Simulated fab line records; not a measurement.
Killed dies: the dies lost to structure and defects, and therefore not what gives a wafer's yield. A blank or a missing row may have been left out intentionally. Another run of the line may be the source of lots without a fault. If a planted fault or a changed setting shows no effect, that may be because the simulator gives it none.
fab line records | flow n5_finfet
record lots=11 | wafers=30 | last_day=17
route steps=1938 shown BEOL_M10@1502 PASSIVATION@1936
lots that met no fault: taken from a fault-free run of the same line
start_h: hours from the record's first day to the start of the lot's first wafer shown | wait_h: hours since the lot's step before | " as in the row above | L1.1+2: several wafers, shown together as one row | - either no value or no given start | * or withheld: withheld | < > ~ a bound
route shown NAME@n: names a module that has steps shown in the file, with the first one's number in the route | usual: average and standard deviation across the fault-free wafers | same: alike in all rows | chamber/n: place in a boat | sites: each site's reading | _std_site: their standard deviation | _edge_site: mean of outer sites minus mean of inner sites | radius_mm: how far each site lies from the wafer's centre | mask NAME#n: copy n | behind: the tool/chamber that last shaped the wafer | hold: cause of the lot's hold/its duration in hours/its outcome | device: transistor that didn't switch, given as n, p or np | end of line: tests run on the same wafers once the route is complete | step lacking rows: just its recipe | killed: the dies lost at the first sort to structure and to defects; this is not the yield of the wafer | map: a wafer's dies, x killed, . not, _ none there
set.NAME: the run value of the setting; set.NAME@STEP: its run value at that earlier step | model.NAME: the simulator's own value behind a step, which no gauge read
steps of the route over a sample of lots; a table a step, a row a wafer
services: the hour from which a tool's chamber was out of use, counted from the record's first day as start_h (under 0 if before that day), plus the number of hours and why
## steps
# step N5_BEOL_M10_CD_MEAS_28
# recipe target_cd_nm=70 | landing_energy_ev=500 | detector=se_inlens | polarity=opening
# usual cd_nm=69.9/1.7
lot.wafer | tool      | chamber | start_h | wait_h | cd_nm
L387.3    | cd_sem-02 | 0       | 236.35  | -      | 68.1
L387.4    | "         | 0       | "       | "      | 70.9
L387.6    | "         | 0       | "       | "      | 68.7
L386.1    | cd_sem-01 | 0       | 236.52  | -      | 67.8
L386.4    | "         | 0       | "       | "      | 72.0
L386.5    | "         | 0       | "       | "      | 68.8
L390.1    | cd_sem-01 | 0       | 254.67  | -      | 66.6
L390.2    | "         | 0       | "       | "      | 67.8
L390.6    | "         | 0       | "       | "      | 70.3
L391.1    | cd_sem-03 | 0       | 260.82  | -      | 71.4
L391.2    | "         | 0       | "       | "      | 73.3
L391.5    | "         | 0       | "       | "      | 72.7
L396.3    | cd_sem-03 | 0       | 292.13  | -      | 71.2
L396.4    | "         | 0       | "       | "      | 71.8
L399.3    | cd_sem-03 | 0       | 302.42  | -      | 70.4
L399.4    | "         | 0       | "       | "      | 69.9
L404.1    | cd_sem-02 | 0       | 335.34  | -      | 71.6
L404.4    | "         | 0       | "       | "      | 72.2
L401.3    | cd_sem-03 | 0       | 335.57  | -      | 70.6
L401.4    | "         | 0       | "       | "      | 70.9
L401.5    | "         | 0       | "       | "      | 72.1
L403.2    | cd_sem-03 | 0       | 337.77  | -      | 69.9
L403.4    | "         | 0       | "       | "      | 71.0
L403.5    | "         | 0       | "       | "      | 71.3
L407.1    | cd_sem-02 | 0       | 361.16  | -      | 70.3
L407.3    | "         | 0       | "       | "      | 72.8
L407.5    | "         | 0       | "       | "      | 71.3
L408.1    | cd_sem-01 | 0       | 361.33  | -      | 69.1
L408.2    | "         | 0       | "       | "      | 70.0
L408.5    | "         | 0       | "       | "      | 70.6
# step N5_BEOL_M10_OVL_MEAS_29
# recipe points_per_wafer=44
# usual V9_OVL=0.5/0.68
# same points_per_wafer=44
lot.wafer | tool       | chamber | start_h | wait_h | V9_OVL[nm]
L387.3    | overlay-01 | 0       | 236.40  | 0.0    | 0.4
L387.4    | "          | 0       | "       | "      | 0.2
L387.6    | "          | 0       | "       | "      | 0.4
L386.1    | overlay-01 | 0       | 236.55  | 0.0    | 2.3
L386.4    | "          | 0       | "       | "      | 1.9
L386.5    | "          | 0       | "       | "      | 0.8
L390.1    | overlay-01 | 0       | 254.70  | 0.0    | 1.7
L390.2    | "          | 0       | "       | "      | 0.4
L390.6    | "          | 0       | "       | "      | 0.9
L391.1    | overlay-02 | 0       | 260.85  | 0.0    | -0.3
L391.2    | "          | 0       | "       | "      | -0.2
L391.5    | "          | 0       | "       | "      | 1.0
L396.3    | overlay-01 | 0       | 292.17  | 0.0    | 0.2
L396.4    | "          | 0       | "       | "      | 0.5
L399.3    | overlay-01 | 0       | 302.45  | 0.0    | 0.6
L399.4    | "          | 0       | "       | "      | 1.9
L404.1    | overlay-01 | 0       | 335.37  | 0.0    | -0.7
L404.4    | "          | 0       | "       | "      | -0.2
L401.3    | overlay-01 | 0       | 335.60  | 0.0    | -0.6
L401.4    | "          | 0       | "       | "      | -0.3
L401.5    | "          | 0       | "       | "      | 0.2
L403.2    | overlay-01 | 0       | 337.80  | 0.0    | 0.8
L403.4    | "          | 0       | "       | "      | 0.5
L403.5    | "          | 0       | "       | "      | 1.1
L407.1    | overlay-02 | 0       | 361.19  | 0.0    | 1.8
L407.3    | "          | 0       | "       | "      | 0.4
L407.5    | "          | 0       | "       | "      | 0.9
L408.1    | overlay-02 | 0       | 361.36  | 0.0    | 1.1
L408.2    | "          | 0       | "       | "      | -0.2
L408.5    | "          | 0       | "       | "      | 0.2
# step N5_BEOL_M10_ETCH_65
# recipe chemistry=CF4 | target=SiARC | target_depth_a=390 | mask_material=CAR-ArF | time_s=65 | ion_energy_ev=80 | pressure_mtorr=40 | source_w=545 | bias_w=36 | Ar_flow_sccm=100 | cf4_flow_sccm=100 | ends=cleared
# usual drypump_motor_current_A=5.7/0.54 | etch_rf_on_time_s=65.1/2.1 | oes_product_au=0.70/0.058 | rf_vpp_V=184.1/1.2 | showerhead_plenum_p_Torr=2.15/0.071 | throttle_valve_pct=15.50/0.16
lot.wafer | tool        | chamber | start_h | wait_h | drypump_motor_current_A | etch_rf_on_time_s | oes_product_au | rf_hours_counter_h | rf_vpp_V | showerhead_plenum_p_Torr | throttle_valve_pct
L387.3    | rie_diel-02 | 2       | 236.55  | 0.0    | 4.7                     | 67.8              | 0.65           | 141                | 185.0    | 2.22                     | 15.35
L387.4    | "           | 3       | "       | "      | 6.5                     | 65.5              | 0.58           | 230                | 183.6    | 2.12                     | 15.87
L387.6    | "           | 1       | "       | "      | 5.3                     | 66.1              | 0.62           | -                  | 182.2    | 2.16                     | 15.74
L386.1    | rie_diel-02 | 3       | 237.59  | 0.0    | 6.5                     | 65.7              | 0.59           | 231                | 182.8    | 2.12                     | 15.88
L386.4    | "           | 1       | "       | "      | 5.3                     | 65.9              | 0.62           | 193                | 185.3    | 2.16                     | 15.73
L386.5    | "           | 3       | "       | "      | 6.5                     | 66.0              | 0.58           | -                  | 183.2    | 2.12                     | 15.86
L390.1    | rie_diel-06 | 1       | 254.80  | 0.0    | 5.5                     | 63.9              | 0.79           | 11                 | 185.1    | 2.18                     | 15.45
L390.2    | "           | 3       | "       | "      | 5.7                     | 64.8              | 0.77           | 26                 | 183.5    | 2.10                     | 15.19
L390.6    | "           | 3       | "       | "      | 5.7                     | 65.0              | 0.76           | -                  | 184.5    | 2.10                     | 15.16
L391.1    | rie_diel-06 | 2       | 260.95  | 0.0    | 6.4                     | 63.0              | 0.74           | 61                 | 186.6    | 2.26                     | 15.45
L391.2    | "           | 1       | "       | "      | 5.5                     | 65.0              | 0.78           | 14                 | 183.6    | 2.18                     | 15.46
L391.5    | "           | 1       | "       | "      | 5.6                     | 64.5              | 0.79           | -                  | 184.6    | 2.18                     | 15.46
L396.3    | rie_diel-06 | 2       | 292.26  | 0.0    | 6.4                     | 93.3              | 0.59           | 72                 | 185.8    | 2.26                     | 15.47
L396.4    | "           | 0       | "       | "      | 4.8                     | 64.7              | 0.70           | 91                 | 183.7    | 2.07                     | 15.49
L399.3    | rie_diel-06 | 2       | 302.54  | 0.0    | 6.4                     | 94.0              | 0.60           | 76                 | 185.1    | 2.26                     | 15.47
L399.4    | "           | 1       | "       | "      | 5.6                     | 64.4              | 0.75           | 30                 | 184.0    | 2.17                     | 15.50
L404.1    | rie_diel-05 | 1       | 335.46  | 0.0    | 5.4                     | 63.1              | 0.76           | 37                 | 182.3    | 2.10                     | 15.30
L404.4    | "           | 2       | "       | "      | 6.5                     | 69.3              | 0.67           | 87                 | 184.4    | 2.26                     | 15.55
L401.3    | rie_diel-02 | 2       | 335.69  | 0.0    | 4.7                     | 66.6              | 0.62           | 181                | 184.7    | 2.21                     | 15.41
L401.4    | "           | 1       | "       | "      | 5.3                     | 65.8              | 0.60           | 231                | 182.9    | 2.14                     | 15.81
L401.5    | "           | 3       | "       | "      | 6.5                     | 61.2              | 0.84           | -                  | 185.0    | 2.11                     | 15.40
L403.2    | rie_diel-05 | 0       | 338.00  | 0.0    | 5.4                     | 66.1              | 0.64           | 161                | 181.9    | 2.06                     | 15.61
L403.4    | "           | 3       | "       | "      | 5.7                     | 66.2              | 0.71           | 66                 | 182.8    | 2.07                     | 15.64
L403.5    | "           | 3       | "       | "      | 5.8                     | 66.5              | 0.71           | -                  | 181.9    | 2.07                     | 15.63
L407.1    | rie_diel-02 | 3       | 361.28  | 0.0    | 6.4                     | 60.5              | 0.83           | 14                 | 183.5    | 2.11                     | 15.44
L407.3    | "           | 2       | "       | "      | 4.7                     | 66.0              | 0.62           | 189                | 184.4    | 2.20                     | 15.45
L407.5    | "           | 2       | "       | "      | 4.7                     | 65.6              | 0.62           | -                  | 185.4    | 2.20                     | 15.41
L408.1    | rie_diel-06 | 0       | 361.74  | 0.0    | 4.8                     | 64.7              | 0.68           | 114                | 183.4    | 2.07                     | 15.51
L408.2    | "           | 1       | "       | "      | 5.6                     | 65.0              | 0.71           | 53                 | 184.4    | 2.16                     | 15.53
L408.5    | "           | 0       | "       | "      | 4.8                     | 65.4              | 0.67           | -                  | 184.4    | 2.07                     | 15.51
# step N5_BEOL_M10_STRIP_77
# recipe chemistry=N2/H2 | time_s=10 | power_w=450 | temp_c=40 | pressure_mtorr=20 | rf_frequency_hz=6e+07 | bias_power_w=7 | n2_flow_sccm=200 | h2_flow_sccm=200
# usual bias_power_w=7.000/0.021 | drypump_motor_current_A=5.7/0.54 | oes_product_au=0.82/0.072 | rf_vpp_V=59.1/0.93 | showerhead_plenum_p_Torr=2.55/0.082 | throttle_valve_pct=23.4/0.44
lot.wafer | tool        | chamber | start_h | wait_h | bias_power_w | drypump_motor_current_A | oes_product_au | rf_hours_counter_h | rf_vpp_V | showerhead_plenum_p_Torr | throttle_valve_pct
L387.3    | rie_diel-02 | 2       | -       | -      | 7.007        | 4.7                     | 0.76           | 141                | 59.7     | 2.63                     | 22.8
L387.4    | "           | 3       | "       | "      | 6.991        | 6.5                     | 0.69           | 230                | 59.9     | 2.51                     | 23.6
L387.6    | "           | 1       | "       | "      | 7.006        | 5.3                     | 0.73           | -                  | 59.7     | 2.52                     | 23.4
L386.1    | rie_diel-02 | 3       | -       | -      | 6.974        | 6.5                     | 0.68           | 231                | 58.0     | 2.51                     | 23.6
L386.4    | "           | 1       | "       | "      | 7.019        | 5.3                     | 0.72           | 193                | 59.2     | 2.52                     | 23.4
L386.5    | "           | 3       | "       | "      | 7.008        | 6.5                     | 0.68           | -                  | 58.6     | 2.51                     | 23.6
L390.1    | rie_diel-06 | 1       | -       | -      | 6.999        | 5.6                     | 0.92           | 12                 | 61.2     | 2.57                     | 22.9
L390.2    | "           | 3       | "       | "      | 6.967        | 5.7                     | 0.91           | 26                 | 57.4     | 2.46                     | 22.8
L390.6    | "           | 3       | "       | "      | 6.945        | 5.7                     | 0.91           | -                  | 59.6     | 2.46                     | 22.8
L391.1    | rie_diel-06 | 2       | -       | -      | 7.010        | 6.4                     | 0.86           | 61                 | 60.6     | 2.68                     | 23.2
L391.2    | "           | 1       | "       | "      | 6.976        | 5.6                     | 0.92           | 14                 | 59.5     | 2.57                     | 22.9
L391.5    | "           | 1       | "       | "      | 7.022        | 5.5                     | 0.91           | -                  | 58.4     | 2.57                     | 22.9
L396.3    | rie_diel-06 | 2       | -       | -      | 6.985        | 6.4                     | 0.86           | 73                 | 59.3     | 2.67                     | 23.3
L396.4    | "           | 0       | "       | "      | 6.983        | 4.9                     | 0.81           | 91                 | 57.8     | 2.48                     | 24.1
L399.3    | rie_diel-06 | 2       | -       | -      | 6.946        | 6.4                     | 0.85           | 76                 | 59.9     | 2.67                     | 23.3
L399.4    | "           | 1       | "       | "      | 6.976        | 5.5                     | 0.88           | 30                 | 59.2     | 2.56                     | 22.9
L404.1    | rie_diel-05 | 1       | -       | -      | 6.990        | 5.4                     | 0.89           | 37                 | 58.4     | 2.47                     | 23.5
L404.4    | "           | 2       | "       | "      | 6.992        | 6.5                     | 0.81           | 87                 | 59.4     | 2.67                     | 23.7
L401.3    | rie_diel-02 | 2       | -       | -      | 6.992        | 4.7                     | 0.73           | 181                | 59.6     | 2.61                     | 22.9
L401.4    | "           | 1       | "       | "      | 7.000        | 5.3                     | 0.70           | 231                | 58.6     | 2.50                     | 23.5
L401.5    | "           | 3       | "       | "      | 7.027        | 6.5                     | 0.99           | -                  | 58.7     | 2.50                     | 23.3
L403.2    | rie_diel-05 | 0       | -       | -      | 7.035        | 5.5                     | 0.75           | 161                | 60.0     | 2.45                     | 23.9
L403.4    | "           | 3       | "       | "      | 7.006        | 5.7                     | 0.84           | 67                 | 59.6     | 2.47                     | 24.2
L403.5    | "           | 3       | "       | "      | 6.984        | 5.7                     | 0.85           | -                  | 58.3     | 2.47                     | 24.2
L407.1    | rie_diel-02 | 3       | -       | -      | 7.029        | 6.5                     | 0.96           | 14                 | 59.1     | 2.50                     | 23.3
L407.3    | "           | 2       | "       | "      | 7.037        | 4.8                     | 0.73           | 190                | 59.2     | 2.61                     | 22.9
L407.5    | "           | 2       | "       | "      | 7.022        | 4.7                     | 0.73           | -                  | 60.8     | 2.61                     | 22.9
L408.1    | rie_diel-06 | 0       | -       | -      | 6.994        | 4.9                     | 0.79           | 114                | 58.4     | 2.47                     | 24.1
L408.2    | "           | 1       | "       | "      | 7.016        | 5.5                     | 0.85           | 53                 | 60.1     | 2.55                     | 23.0
L408.5    | "           | 0       | "       | "      | 6.998        | 4.8                     | 0.79           | -                  | 57.7     | 2.47                     | 24.1
# step N5_PASSIVATION_PROBE_49
# usual defect_limited_yield=91.6/1.4 | killed_at_M0_to_M3=32/9.5 | killed_at_M4_up=13/6 | killed_at_contacts=12/5.6 | killed_at_front_end=39/11 | killed_at_other=2.8/2.3 | killed_dies=99/16 | killed_open=65/12 | killed_short=32/7.6 | sort_bin_4_leakage=0.1/0.88 | sort_bin_5_function=4.8/0.88 | sort_bin_6_memory=3.2/0.65 | sort_n_pass=1077/29 | sort_yield_pct=91.2/2.5
# same gross_dies=1180 | killed_at_back_side=0 | sort_bin_8_speed[%]=0
lot.wafer | tool      | chamber | start_h | wait_h | defect_limited_yield[%] | killed_at_M0_to_M3 | killed_at_M4_up | killed_at_contacts | killed_at_front_end | killed_at_other | killed_dies | killed_open | killed_short | sort_bin_4_leakage[%] | sort_bin_5_function[%] | sort_bin_6_memory[%] | sort_n_pass | sort_yield_pct[%]
L396.3    | prober-02 | -       | 343.59  | 0.1    | 91.3                    | 24                 | 9               | 14                 | 51                  | 5               | 103         | 76          | 27           | 0                     | 4.9                    | 3.3                  | 1077        | 91.3
L396.4    | prober-02 | -       | 343.64  | 0.2    | 91.2                    | 44                 | 11              | 6                  | 38                  | 5               | 104         | 72          | 32           | 0                     | 5.2                    | 3.3                  | 1076        | 91.2
L399.4    | prober-02 | -       | 359.75  | 0.2    | 90.8                    | 31                 | 22              | 15                 | 35                  | 5               | 108         | 72          | 32           | 0                     | 5.3                    | 3.3                  | 1072        | 90.8
# killed by level:class
L396.3 FIN_SAQP:geometric_particle:open=16 STI_FIN_REVEAL:geometric_particle:open=14 MOL_CONTACT_COAG:geometric_particle:open=11 BEOL_M1:geometric_particle:open=6 FIN_SAQP:geometric_particle:short=5 BEOL_M0_SAQP:geometric_particle:open=5 STARTING-WAFER:geometric_particle:open=5 STI_FIN_REVEAL:geometric_particle:short=4
L396.4 BEOL_M2:geometric_particle:open=14 BEOL_M1:geometric_particle:open=13 FIN_SAQP:geometric_particle:open=11 FIN_SAQP:geometric_particle:short=7 MOL_CONTACT_COAG:geometric_particle:open=5 STARTING-WAFER:geometric_particle:short=5 STI_FIN_REVEAL:geometric_particle:open=4 BEOL_M0_SAQP:geometric_particle:short=4
L399.4 MOL_CONTACT_COAG:geometric_particle:open=11 BEOL_M4:geometric_particle:open=10 STI_FIN_REVEAL:geometric_particle:open=8 BEOL_M2:geometric_particle:open=8 DUMMY_GATE:geometric_particle:open=7 BEOL_M0_SAQP:geometric_particle:short=7 FIN_SAQP:geometric_particle:short=5 MOL_CONTACT_COAG:geometric_particle:short=4
## services
tool        | chamber | start_h | hours | kind
rie_diel-05 | 1       | 216.85  | -     | clean
rie_diel-05 | 1       | 216.85  | -     | consumable_replace:focus_ring
rie_diel-05 | 0       | 231.06  | 1.6   | repair
rie_diel-06 | -       | 236.71  | 0.9   | repair
rie_diel-06 | 0       | 252.51  | 12.0  | repair
rie_diel-02 | 3       | 262.99  | 5.7   | repair
rie_diel-02 | -       | 271.93  | 0.3   | repair
rie_diel-05 | 0       | 291.72  | 5.4   | repair
rie_diel-02 | 3       | 294.43  | -     | clean
rie_diel-02 | 3       | 294.43  | -     | consumable_replace:esc
rie_diel-02 | 3       | 294.43  | -     | consumable_replace:focus_ring
rie_diel-02 | 3       | 294.43  | 26.6  | scheduled_down
rie_diel-02 | 3       | 294.43  | 26.6  | vent_cycle
rie_diel-06 | 0       | 295.00  | 3.9   | repair
rie_diel-06 | 2       | 319.55  | 5.6   | repair
rie_diel-05 | 0       | 340.89  | 8.1   | repair
rie_diel-02 | 1       | 357.55  | 4.5   | repair
## key
first_sign step=N5_BEOL_M10_ETCH_65 | reading=etch_rf_on_time_s | direction=up | sigmas=14 | usual=* | struck=*
effect none on later readings
met_at N5_BEOL_M10_ETCH_65
struck_lots L396,L399
struck_wafers L396.3,L399.3
not_acting_at N5_BEOL_M10_CD_MEAS_28,N5_BEOL_M10_OVL_MEAS_29,N5_BEOL_M10_STRIP_77
onset_between 260.95 292.26
fault kind=process_parameter_drift | tool=rie_diel-06 | chamber=- | onset_h=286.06 | steps=N5_BEOL_M10_ETCH_65 | channel=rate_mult | offset=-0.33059 | shape=step | end_h=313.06 | scope=struck_wafers_only
